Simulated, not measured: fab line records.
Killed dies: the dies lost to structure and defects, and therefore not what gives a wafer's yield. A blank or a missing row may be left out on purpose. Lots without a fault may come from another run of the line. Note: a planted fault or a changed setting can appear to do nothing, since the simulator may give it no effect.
Which tool did it? ; flow n5Finfet ; at 1 step of a route of 1938, 11 lots with 32 wafers sampled

## WHAT THE GAUGES READ, wafer by wafer
N5_BEOL_M15_INSPECT_30: inspects for defects (macro).
lot;measured;on;rawDefectCount
L806;day 12 13:59;defectInspect-01;0 4 2
L805;day 12 19:28;defectInspect-02;1 2
L807;day 12 20:04;defectInspect-01;2 3 2
L810;day 13 15:15;defectInspect-02;2 4 3
L814;day 15 03:02;defectInspect-01;0 2 3
L821;day 16 16:56;defectInspect-01;1 1 0
L820;day 16 18:09;defectInspect-01;1 0 3
L822;day 16 18:11;defectInspect-02;2 2 3
L823;day 17 11:48;defectInspect-01;5 1 1
L826;day 17 20:49;defectInspect-01;4 0 5
L825;day 17 23:43;defectInspect-02;1 3 2

## WHAT TOOL EACH LOT RAN ON (gives the tool, then ch and the chambers of the sampled wafers, and finally the start)
No process step before these readings appears in the record.

## THE ANSWER, worked out from the rows above alone
Rule: the lots themselves supply what counts as usual. The widest of any qualifying gaps counts: lots, ordered by their means at a reading, are off when they make up no more than a third of the lots, leave a main group of 4 or more, and stand apart from it by 3 or more times the standard deviation of that group's means. If all means in a main group match to the digits the tables above print for the reading, that group is not used. Also off: a lot with no number at a reading for which 4 or more lots have one. Where the step has rows for the other lots, those lots are counted as sound.
No lot is off on any of the readings shown, so nothing can be concluded from this.

## WHAT THE SIMULATOR HAD PUT IN
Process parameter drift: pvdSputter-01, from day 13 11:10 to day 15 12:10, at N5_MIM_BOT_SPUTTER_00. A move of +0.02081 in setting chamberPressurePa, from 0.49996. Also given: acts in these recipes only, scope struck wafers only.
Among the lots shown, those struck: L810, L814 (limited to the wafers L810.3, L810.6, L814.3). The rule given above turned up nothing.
